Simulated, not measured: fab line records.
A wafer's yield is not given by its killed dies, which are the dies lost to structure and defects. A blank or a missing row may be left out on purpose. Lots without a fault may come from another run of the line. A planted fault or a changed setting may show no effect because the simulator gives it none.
Which of the tools did it? + flow nand-harc + 19 lots, 57 wafers sampled, at 6 steps of a route of 1302

WHAT EACH GAUGE READ, for each wafer
No reading from a measuring or inspecting step in the record can be judged against a usual standard deviation.

WHICH TOOL RAN EACH LOT (tool, then ch and the chambers of the sampled wafers, then the start)
| lot  | NHARC_A_STAIRCASE_ETCH_169         | NHARC_A_STAIRCASE_DESCUM_11        | NHARC_A_STAIRCASE_TRIM_16                     | NHARC_A_STAIRCASE_ETCH_19                     | NHARC_A_STAIRCASE_TRIM_20          | NHARC_A_STAIRCASE_TRIM_220         |
|------|------------------------------------|------------------------------------|-----------------------------------------------|-----------------------------------------------|------------------------------------|------------------------------------|
| L075 | rie-diel-08 ch 0,1,2, day 16 02:40 | rie-diel-08 ch 0,3, day 16 04:31   | rie-diel-08 ch 2,3, day 16 06:53 or earlier   | rie-diel-08 ch 0,1, day 16 06:53 or earlier   | rie-diel-08 ch 1,2,3, day 16 06:53 | rie-diel-12 ch 1,2, day 16 14:29   |
| L077 | rie-diel-08 ch 0,1,3, day 16 22:20 | rie-diel-11 ch 0,2,3, day 17 00:10 | rie-diel-11 ch 0,2, day 17 01:19 or earlier   | rie-diel-11 ch 0,3, day 17 01:19 or earlier   | rie-diel-11 ch 0,2,3, day 17 01:19 | rie-diel-12 ch 0,1,2, day 17 10:59 |
| L076 | rie-diel-11 ch 0,1,3, day 16 22:33 | rie-diel-12 ch 2,3, day 17 00:19   | rie-diel-12 ch 0,2,3, day 17 01:25 or earlier | rie-diel-12 ch 0,2, day 17 01:25 or earlier   | rie-diel-12 ch 0,3, day 17 01:25   | rie-diel-12 ch 0,1,3, day 17 08:01 |
| L079 | rie-diel-08 ch 0,1, day 17 08:09   | rie-diel-12 ch 0,2,3, day 17 09:56 | rie-diel-12 ch 0,2, day 17 11:08 or earlier   | rie-diel-12 ch 0,2,3, day 17 11:08 or earlier | rie-diel-11 ch 1,3, day 17 11:08   | rie-diel-08 ch 0,1,2, day 17 17:46 |
| L078 | rie-diel-08 ch 1,3, day 17 08:20   | rie-diel-08 ch 2,3, day 17 10:05   | rie-diel-08 ch 0,2,3, day 17 11:17 or earlier | rie-diel-08 ch 0,1,2, day 17 11:17 or earlier | rie-diel-08 ch 0,1,2, day 17 11:17 | rie-diel-12 ch 1,2, day 17 18:01   |
| L080 | rie-diel-08 ch 1,2,3, day 18 10:38 | rie-diel-12 ch 0,1,3, day 18 12:30 | rie-diel-12 ch 0,2,3, day 18 13:38 or earlier | rie-diel-12 ch 0,1,2, day 18 13:38 or earlier | rie-diel-12 ch 0,1,3, day 18 13:38 | rie-diel-08 ch 0,1,3, day 19 06:00 |
| L081 | rie-diel-11 ch 0,2,3, day 18 17:11 | rie-diel-12 ch 0,2,3, day 18 18:56 | rie-diel-12 ch 0,1,3, day 18 20:08 or earlier | rie-diel-12 ch 1,2,3, day 18 20:08 or earlier | rie-diel-11 ch 1,2,3, day 18 20:08 | rie-diel-08 ch 0,1,3, day 19 09:23 |
| L082 | rie-diel-08 ch 1,2,3, day 19 08:14 | rie-diel-08 ch 0,1,3, day 19 10:00 | rie-diel-08 ch 1,2,3, day 19 11:25 or earlier | rie-diel-08 ch 0,2,3, day 19 11:25 or earlier | rie-diel-12 ch 0,2, day 19 11:25   | rie-diel-11 ch 0,2,3, day 19 17:54 |
| L084 | rie-diel-08 ch 0,1,2, day 20 06:55 | rie-diel-11 ch 2,3, day 20 09:20   | rie-diel-11 ch 0,2,3, day 20 10:27 or earlier | rie-diel-11 ch 0,3, day 20 10:27 or earlier   | rie-diel-11 ch 0,2,3, day 20 10:27 | rie-diel-08 ch 1,2, day 20 17:59   |
| L085 | rie-diel-08 ch 1,2, day 20 06:57   | rie-diel-08 ch 0,1,3, day 20 09:32 | rie-diel-08 ch 1,3, day 20 10:38 or earlier   | rie-diel-08 ch 0,2,3, day 20 10:38 or earlier | rie-diel-12 ch 0,2, day 20 10:38   | rie-diel-12 ch 0,2, day 20 18:23   |
| L087 | rie-diel-11 ch 0,2,3, day 21 12:56 | rie-diel-12 ch 1,2,3, day 21 14:41 | rie-diel-12 ch 0,2,3, day 21 15:51 or earlier | rie-diel-12 ch 0,3, day 21 15:51 or earlier   | rie-diel-08 ch 0,3, day 21 15:51   | rie-diel-08 ch 0,3, day 21 22:34   |
| L088 | rie-diel-12 ch 0,2,3, day 21 16:35 | rie-diel-12 ch 0,2,3, day 21 18:20 | rie-diel-12 ch 0,2, day 21 19:39 or earlier   | rie-diel-12 ch 2,3, day 21 19:39 or earlier   | rie-diel-08 ch 2,3, day 21 19:39   | rie-diel-08 ch 2,3, day 22 05:17   |
| L089 | rie-diel-11 ch 0,2,3, day 21 21:50 | rie-diel-08 ch 0,3, day 21 23:31   | rie-diel-08 ch 0,2,3, day 22 04:37 or earlier | rie-diel-08 ch 0,2,3, day 22 04:37 or earlier | rie-diel-12 ch 1,2, day 22 04:37   | rie-diel-08 ch 0,2,3, day 22 11:34 |
| L091 | rie-diel-11 ch 1,3, day 22 08:26   | rie-diel-12 ch 1,2, day 22 10:16   | rie-diel-12 ch 1,2,3, day 22 11:24 or earlier | rie-diel-12 ch 0,1,2, day 22 11:24 or earlier | rie-diel-11 ch 0,2,3, day 22 11:24 | rie-diel-11 ch 1,2,3, day 22 17:40 |
| L094 | rie-diel-12 ch 0,2,3, day 23 14:24 | rie-diel-12 ch 1,2,3, day 23 16:10 | rie-diel-12 ch 0,1,3, day 23 17:17 or earlier | rie-diel-12 ch 0,2,3, day 23 17:17 or earlier | rie-diel-12 ch 0,1,2, day 23 17:17 | rie-diel-11 ch 0,1,3, day 24 00:30 |
| L093 | rie-diel-12 ch 0,1,3, day 23 14:33 | rie-diel-11 ch 0,1,3, day 23 16:18 | rie-diel-11 ch 0,1,3, day 23 17:26 or earlier | rie-diel-11 ch 0,1,3, day 23 17:26 or earlier | rie-diel-08 ch 0,1,2, day 23 17:26 | rie-diel-11 ch 1,2,3, day 24 00:35 |
| L095 | rie-diel-11 ch 0,1,2, day 24 12:36 | rie-diel-08 ch 0,2,3, day 24 14:21 | rie-diel-08 ch 0,1,2, day 24 15:27 or earlier | rie-diel-08 ch 0,1,3, day 24 15:27 or earlier | rie-diel-11 ch 0,1,2, day 24 15:27 | rie-diel-08 ch 0,2,3, day 24 21:48 |
| L097 | rie-diel-08 ch 0,2,3, day 25 01:07 | rie-diel-08 ch 0,2,3, day 25 02:51 | rie-diel-08 ch 0,1,3, day 25 04:04 or earlier | rie-diel-08 ch 0,1,2, day 25 04:04 or earlier | rie-diel-12 ch 0,1,3, day 25 04:04 | rie-diel-08 ch 0,2,3, day 25 15:02 |
| L096 | rie-diel-11 ch 0,1, day 25 01:17   | rie-diel-08 ch 1,3, day 25 03:09   | rie-diel-08 ch 0,1, day 25 04:22 or earlier   | rie-diel-08 ch 2,3, day 25 04:22 or earlier   | rie-diel-11 ch 1,2,3, day 25 04:22 | rie-diel-12 ch 0,1,3, day 25 14:34 |
- NHARC_A_STAIRCASE_ETCH_169: etches the open film in CH3F/O2, target depth 50 nm, time 107.1 s.
- NHARC_A_STAIRCASE_DESCUM_11: chemistry O2, time 3 s.
- NHARC_A_STAIRCASE_TRIM_16: chemistry O2, time 211.2 s.
- NHARC_A_STAIRCASE_ETCH_19: etches the open film in C4F8/O2, target depth 100 nm, time 40.5 s.
- NHARC_A_STAIRCASE_TRIM_20: chemistry O2, time 211.2 s.
- NHARC_A_STAIRCASE_TRIM_220: chemistry O2, time 211.2 s.

WHAT THE TOOLS THEMSELVES READ (means of the sampled wafers that have a number; where no wafer has one, the mark that the record gives instead)
NHARC_A_STAIRCASE_ETCH_169. Usual: drypump-motor-current-A 5.8 A, standard deviation 0.47; o2-flow-sccm 29.99 sccm, standard deviation 0.082; oes-product-au 0.962 a.u., standard deviation 0.017; rf-vpp-V 244.1 V, standard deviation 2; showerhead-plenum-p-Torr 2.44 Torr, standard deviation 0.13; throttle-valve-pct 20.663 %, standard deviation 0.009.
| lot  | tool        | drypump-motor-current-A (A) | o2-flow-sccm (sccm) | oes-product-au (a.u.) | rf-vpp-V (V) | showerhead-plenum-p-Torr (Torr) | throttle-valve-pct (%) | flag |
|------|-------------|-----------------------------|---------------------|-----------------------|--------------|---------------------------------|------------------------|------|
| L075 | rie-diel-08 | 5.6                         | 30.03               | 0.970                 | 244.1        | 2.47                            | 20.665                 |      |
| L077 | rie-diel-08 | 5.5                         | 30.00               | 0.969                 | 244.3        | 2.42                            | 20.666                 |      |
| L076 | rie-diel-11 | 5.5                         | 29.95               | 0.970                 | 243.1        | 2.42                            | 20.666                 |      |
| L079 | rie-diel-08 | 5.1                         | 30.03               | 0.977                 | 244.9        | 2.53                            | 20.658                 |      |
| L078 | rie-diel-08 | 5.8                         | 30.03               | 0.947                 | 242.4        | 2.32                            | 20.663                 |      |
| L080 | rie-diel-08 | 6.0                         | 29.92               | 0.971                 | 244.1        | 2.36                            | 20.666                 |      |
| L081 | rie-diel-11 | 5.7                         | 29.99               | 0.959                 | 242.9        | 2.34                            | 20.664                 |      |
| L082 | rie-diel-08 | 6.0                         | 30.03               | 0.970                 | 242.5        | 2.35                            | 20.663                 |      |
| L084 | rie-diel-08 | 5.6                         | 29.98               | 0.933                 | 244.9        | 2.46                            | 20.668                 |      |
| L085 | rie-diel-08 | 6.1                         | 30.02               | 0.934                 | 242.3        | 2.40                            | 20.659                 |      |
| L087 | rie-diel-11 | 5.8                         | 29.96               | 0.929                 | 244.6        | 2.46                            | 20.664                 |      |
| L088 | rie-diel-12 | 6.1                         | 29.99               | 0.960                 | 243.5        | 2.42                            | 20.663                 |      |
| L089 | rie-diel-11 | 5.8                         | 29.97               | 0.972                 | 243.1        | 2.46                            | 20.662                 |      |
| L091 | rie-diel-11 | 5.4                         | 30.10               | 0.979                 | 242.9        | 2.38                            | 20.657                 |      |
| L094 | rie-diel-12 | 6.1                         | 29.96               | 0.969                 | 242.9        | 2.41                            | 20.663                 |      |
| L093 | rie-diel-12 | 5.8                         | 29.90               | 0.951                 | 244.8        | 2.52                            | 20.662                 |      |
| L095 | rie-diel-11 | 5.8                         | 29.94               | 0.967                 | 245.2        | 2.52                            | 20.658                 |      |
| L097 | rie-diel-08 | 5.7                         | 29.94               | 0.968                 | 243.7        | 2.45                            | 20.656                 |      |
| L096 | rie-diel-11 | 5.5                         | 29.98               | 0.962                 | 244.1        | 2.44                            | 20.664                 |      |

NHARC_A_STAIRCASE_DESCUM_11. Usual: drypump-motor-current-A 5.8 A, standard deviation 0.48; o2-flow-sccm 200.0 sccm, standard deviation 0.63; oes-product-au 1.000 a.u., standard deviation 0.0071; rf-vpp-V 57.8 V, standard deviation 0.95; showerhead-plenum-p-Torr 1.91 Torr, standard deviation 0.1; throttle-valve-pct 11.311 %, standard deviation 0.0088.
| lot  | tool        | drypump-motor-current-A (A) | o2-flow-sccm (sccm) | oes-product-au (a.u.) | rf-vpp-V (V) | showerhead-plenum-p-Torr (Torr) | throttle-valve-pct (%) | flag |
|------|-------------|-----------------------------|---------------------|-----------------------|--------------|---------------------------------|------------------------|------|
| L075 | rie-diel-08 | 5.5                         | 200.4               | 1.000                 | 57.7         | 1.89                            | 11.306                 |      |
| L077 | rie-diel-11 | 5.8                         | 199.8               | 1.001                 | 57.5         | 1.82                            | 11.307                 |      |
| L076 | rie-diel-12 | 6.3                         | 199.9               | 0.992                 | 57.7         | 1.86                            | 11.313                 |      |
| L079 | rie-diel-12 | 6.1                         | 200.3               | 1.000                 | 57.2         | 1.89                            | 11.321                 |      |
| L078 | rie-diel-08 | 6.2                         | 200.2               | 1.003                 | 57.8         | 1.88                            | 11.308                 |      |
| L080 | rie-diel-12 | 5.8                         | 199.5               | 0.998                 | 58.0         | 1.97                            | 11.310                 |      |
| L081 | rie-diel-12 | 6.1                         | 200.8               | 0.997                 | 57.6         | 1.89                            | 11.316                 |      |
| L082 | rie-diel-08 | 5.5                         | 200.4               | 1.007                 | 57.4         | 1.88                            | 11.308                 |      |
| L084 | rie-diel-11 | 6.1                         | 200.5               | 0.999                 | 58.2         | 1.98                            | 11.303                 |      |
| L085 | rie-diel-08 | 5.5                         | 200.1               | 1.010                 | 57.7         | 1.87                            | 11.313                 |      |
| L087 | rie-diel-12 | 6.0                         | 199.4               | 0.994                 | 57.9         | 1.91                            | 11.309                 |      |
| L088 | rie-diel-12 | 6.1                         | 199.6               | 1.001                 | 57.1         | 1.88                            | 11.306                 |      |
| L089 | rie-diel-08 | 5.6                         | 200.0               | 1.008                 | 58.2         | 1.88                            | 11.317                 |      |
| L091 | rie-diel-12 | 5.7                         | 199.7               | 0.992                 | 58.1         | 1.97                            | 11.323                 |      |
| L094 | rie-diel-12 | 6.0                         | 199.6               | 0.997                 | 58.4         | 1.90                            | 11.315                 |      |
| L093 | rie-diel-11 | 5.4                         | 200.0               | 1.001                 | 58.2         | 1.87                            | 11.317                 |      |
| L095 | rie-diel-08 | 5.7                         | 200.6               | 0.992                 | 58.1         | 1.91                            | 11.310                 |      |
| L097 | rie-diel-08 | 5.7                         | 199.8               | 1.002                 | 58.0         | 1.91                            | 11.321                 |      |
| L096 | rie-diel-08 | 5.8                         | 200.1               | 1.000                 | 57.4         | 1.89                            | 11.304                 |      |

NHARC_A_STAIRCASE_TRIM_16. Usual: drypump-motor-current-A 5.8 A, standard deviation 0.48; o2-flow-sccm 499.8 sccm, standard deviation 1.5; oes-product-au 0.998 a.u., standard deviation 0.0068; rf-vpp-V 57.7 V, standard deviation 0.97; showerhead-plenum-p-Torr 3.53 Torr, standard deviation 0.18; throttle-valve-pct 17.036 %, standard deviation 0.0089.
| lot  | tool        | drypump-motor-current-A (A) | o2-flow-sccm (sccm) | oes-product-au (a.u.) | rf-vpp-V (V) | showerhead-plenum-p-Torr (Torr) | throttle-valve-pct (%) | flag |
|------|-------------|-----------------------------|---------------------|-----------------------|--------------|---------------------------------|------------------------|------|
| L075 | rie-diel-08 | 6.0                         | 498.9               | 0.996                 | 57.4         | 3.41                            | 17.036                 |      |
| L077 | rie-diel-11 | 6.1                         | 499.8               | 0.997                 | 57.8         | 3.35                            | 17.033                 |      |
| L076 | rie-diel-12 | 6.1                         | 501.8               | 0.999                 | 57.6         | 3.49                            | 17.036                 |      |
| L079 | rie-diel-12 | 5.9                         | 498.0               | 0.993                 | 57.2         | 3.56                            | 17.031                 |      |
| L078 | rie-diel-08 | 5.7                         | 499.9               | 1.004                 | 57.6         | 3.55                            | 17.033                 |      |
| L080 | rie-diel-12 | 6.1                         | 501.6               | 0.997                 | 58.2         | 3.49                            | 17.038                 |      |
| L081 | rie-diel-12 | 5.8                         | 501.1               | 1.000                 | 58.1         | 3.63                            | 17.047                 |      |
| L082 | rie-diel-08 | 6.0                         | 499.3               | 0.999                 | 58.4         | 3.38                            | 17.035                 |      |
| L084 | rie-diel-11 | 5.8                         | 499.1               | 1.002                 | 57.7         | 3.53                            | 17.031                 |      |
| L085 | rie-diel-08 | 5.8                         | 501.0               | 0.989                 | 57.8         | 3.30                            | 17.035                 |      |
| L087 | rie-diel-12 | 6.1                         | 498.5               | 0.998                 | 57.2         | 3.48                            | 17.038                 |      |
| L088 | rie-diel-12 | 5.9                         | 497.8               | 1.000                 | 57.6         | 3.54                            | 17.034                 |      |
| L089 | rie-diel-08 | 5.7                         | 498.8               | 1.009                 | 57.6         | 3.53                            | 17.051                 |      |
| L091 | rie-diel-12 | 6.0                         | 499.5               | 0.995                 | 57.8         | 3.52                            | 17.041                 |      |
| L094 | rie-diel-12 | 5.8                         | 499.7               | 0.998                 | 58.6         | 3.61                            | 17.034                 |      |
| L093 | rie-diel-11 | 5.5                         | 499.8               | 0.993                 | 57.6         | 3.45                            | 17.039                 |      |
| L095 | rie-diel-08 | 5.6                         | 500.5               | 1.004                 | 58.4         | 3.68                            | 17.031                 |      |
| L097 | rie-diel-08 | 5.5                         | 499.2               | 0.999                 | 58.1         | 3.62                            | 17.042                 |      |
| L096 | rie-diel-08 | 5.5                         | 499.3               | 0.997                 | 58.2         | 3.79                            | 17.031                 |      |

NHARC_A_STAIRCASE_ETCH_19. Usual: oes-product-au 0.943 a.u., standard deviation 0.0082; rf-vpp-V 896 V, standard deviation 6.5.
| lot  | tool        | oes-product-au (a.u.) | rf-vpp-V (V) | flag |
|------|-------------|-----------------------|--------------|------|
| L075 | rie-diel-08 | 0.937                 | 899          |      |
| L077 | rie-diel-11 | 0.947                 | 892          |      |
| L076 | rie-diel-12 | 0.938                 | 896          |      |
| L079 | rie-diel-12 | 0.939                 | 895          |      |
| L078 | rie-diel-08 | 0.950                 | 896          |      |
| L080 | rie-diel-12 | 0.941                 | 899          |      |
| L081 | rie-diel-12 | 0.936                 | 895          |      |
| L082 | rie-diel-08 | 0.936                 | 896          |      |
| L084 | rie-diel-11 | 0.955                 | 891          |      |
| L085 | rie-diel-08 | 0.944                 | 896          |      |
| L087 | rie-diel-12 | 0.944                 | 895          |      |
| L088 | rie-diel-12 | 0.932                 | 892          |      |
| L089 | rie-diel-08 | 0.946                 | 896          |      |
| L091 | rie-diel-12 | 0.940                 | 898          |      |
| L094 | rie-diel-12 | 0.949                 | 894          |      |
| L093 | rie-diel-11 | 0.932                 | 893          |      |
| L095 | rie-diel-08 | 0.947                 | 899          |      |
| L097 | rie-diel-08 | 0.942                 | 902          |      |
| L096 | rie-diel-08 | 0.944                 | 891          |      |

NHARC_A_STAIRCASE_TRIM_20. Usual: drypump-motor-current-A 5.8 A, standard deviation 0.46; o2-flow-sccm 500.0 sccm, standard deviation 1.3; oes-product-au 0.999 a.u., standard deviation 0.0072; rf-vpp-V 57.9 V, standard deviation 0.87; showerhead-plenum-p-Torr 3.52 Torr, standard deviation 0.18; throttle-valve-pct 17.036 %, standard deviation 0.0093.
| lot  | tool        | drypump-motor-current-A (A) | o2-flow-sccm (sccm) | oes-product-au (a.u.) | rf-vpp-V (V) | showerhead-plenum-p-Torr (Torr) | throttle-valve-pct (%) | flag |
|------|-------------|-----------------------------|---------------------|-----------------------|--------------|---------------------------------|------------------------|------|
| L075 | rie-diel-08 | 6.0                         | 499.0               | 0.994                 | 58.5         | 3.40                            | 17.035                 |      |
| L077 | rie-diel-11 | 5.8                         | 500.7               | 0.994                 | 57.9         | 3.37                            | 17.037                 |      |
| L076 | rie-diel-12 | 5.9                         | 499.0               | 0.995                 | 57.8         | 3.59                            | 17.038                 |      |
| L079 | rie-diel-11 | 5.4                         | 500.2               | 1.007                 | 58.1         | 3.53                            | 17.034                 |      |
| L078 | rie-diel-08 | 5.6                         | 499.1               | 1.001                 | 57.8         | 3.53                            | 17.038                 |      |
| L080 | rie-diel-12 | 5.8                         | 501.3               | 0.985                 | 58.6         | 3.63                            | 17.033                 |      |
| L081 | rie-diel-11 | 5.7                         | 500.8               | 1.007                 | 58.2         | 3.41                            | 17.033                 |      |
| L082 | rie-diel-12 | 5.9                         | 500.3               | 0.990                 | 58.2         | 3.55                            | 17.034                 |      |
| L084 | rie-diel-11 | 5.8                         | 498.1               | 1.001                 | 57.4         | 3.53                            | 17.034                 |      |
| L085 | rie-diel-12 | 5.9                         | 501.6               | 0.999                 | 58.0         | 3.55                            | 17.026                 |      |
| L087 | rie-diel-08 | 5.6                         | 500.0               | 1.008                 | 58.1         | 3.47                            | 17.040                 |      |
| L088 | rie-diel-08 | 6.0                         | 500.3               | 0.998                 | 57.0         | 3.39                            | 17.040                 |      |
| L089 | rie-diel-12 | 6.0                         | 500.9               | 0.995                 | 57.7         | 3.49                            | 17.046                 |      |
| L091 | rie-diel-11 | 5.8                         | 499.2               | 0.992                 | 57.4         | 3.52                            | 17.026                 |      |
| L094 | rie-diel-12 | 5.8                         | 498.5               | 1.000                 | 57.7         | 3.58                            | 17.058                 |      |
| L093 | rie-diel-08 | 5.6                         | 499.3               | 1.004                 | 57.8         | 3.51                            | 17.035                 |      |
| L095 | rie-diel-11 | 5.8                         | 500.5               | 0.999                 | 58.1         | 3.61                            | 17.033                 |      |
| L097 | rie-diel-12 | 5.8                         | 500.4               | 1.002                 | 58.0         | 3.60                            | 17.045                 |      |
| L096 | rie-diel-11 | 5.7                         | 500.2               | 1.003                 | 57.5         | 3.56                            | 17.038                 |      |

NHARC_A_STAIRCASE_TRIM_220. Usual: drypump-motor-current-A 5.8 A, standard deviation 0.47; o2-flow-sccm 499.7 sccm, standard deviation 1.3; oes-product-au 1.001 a.u., standard deviation 0.007; rf-vpp-V 57.8 V, standard deviation 0.86; showerhead-plenum-p-Torr 3.52 Torr, standard deviation 0.17; throttle-valve-pct 17.037 %, standard deviation 0.0097.
| lot  | tool        | drypump-motor-current-A (A) | o2-flow-sccm (sccm) | oes-product-au (a.u.) | rf-vpp-V (V) | showerhead-plenum-p-Torr (Torr) | throttle-valve-pct (%) | flag |
|------|-------------|-----------------------------|---------------------|-----------------------|--------------|---------------------------------|------------------------|------|
| L075 | rie-diel-12 | 5.7                         | 499.7               | 0.991                 | 58.4         | 3.65                            | 17.038                 |      |
| L077 | rie-diel-12 | 5.8                         | 500.3               | 0.998                 | 58.5         | 3.60                            | 17.036                 |      |
| L076 | rie-diel-12 | 5.8                         | 499.2               | 0.998                 | 58.7         | 3.64                            | 17.040                 |      |
| L079 | rie-diel-08 | 5.6                         | 499.8               | 0.995                 | 58.3         | 3.53                            | 17.045                 |      |
| L078 | rie-diel-12 | 6.0                         | 500.1               | 1.001                 | 57.1         | 3.50                            | 17.041                 |      |
| L080 | rie-diel-08 | 5.5                         | 498.3               | 1.002                 | 58.7         | 3.47                            | 17.030                 |      |
| L081 | rie-diel-08 | 5.5                         | 500.3               | 0.996                 | 58.3         | 3.47                            | 17.037                 |      |
| L082 | rie-diel-11 | 5.8                         | 498.4               | 0.997                 | 57.9         | 3.54                            | 17.037                 |      |
| L084 | rie-diel-08 | 6.1                         | 501.1               | 1.006                 | 57.2         | 3.44                            | 17.045                 |      |
| L085 | rie-diel-12 | 5.9                         | 500.2               | 1.005                 | 57.9         | 3.54                            | 17.040                 |      |
| L087 | rie-diel-08 | 5.6                         | 499.4               | 1.001                 | 58.0         | 3.47                            | 17.045                 |      |
| L088 | rie-diel-08 | 6.2                         | 499.7               | 1.002                 | 57.8         | 3.45                            | 17.027                 |      |
| L089 | rie-diel-08 | 5.7                         | 498.9               | 1.004                 | 58.3         | 3.53                            | 17.048                 |      |
| L091 | rie-diel-11 | 5.7                         | 499.2               | 1.001                 | 58.1         | 3.57                            | 17.036                 |      |
| L094 | rie-diel-11 | 5.5                         | 498.9               | 1.007                 | 57.5         | 3.45                            | 17.025                 |      |
| L093 | rie-diel-11 | 5.8                         | 500.2               | 0.998                 | 57.9         | 3.57                            | 17.037                 |      |
| L095 | rie-diel-08 | 5.7                         | 499.0               | 0.997                 | 57.8         | 3.52                            | 17.031                 |      |
| L097 | rie-diel-08 | 5.7                         | 500.8               | 1.000                 | 57.7         | 3.51                            | 17.040                 |      |
| L096 | rie-diel-12 | 5.8                         | 498.8               | 1.000                 | 58.8         | 3.60                            | 17.039                 |      |

THE ANSWER, worked out from the rows above alone
Rule: a lot counts as off when the mean over its wafers that have a number is more than 3 standard deviations away from the usual mean. Also off: a lot with no number at a reading for which 4 or more lots have one. The other lots that the step has rows for count as sound. First the gauges in route order, then the tools' own readings, where a lot's mean is used as printed above. The first step at which some lot is off is used, and at that step the reading that is off furthest; a lot without a number counts as furthest.
Across all readings shown, no lot is off: no conclusion can be drawn from this.

WHAT HAD BEEN PUT IN BY THE SIMULATOR
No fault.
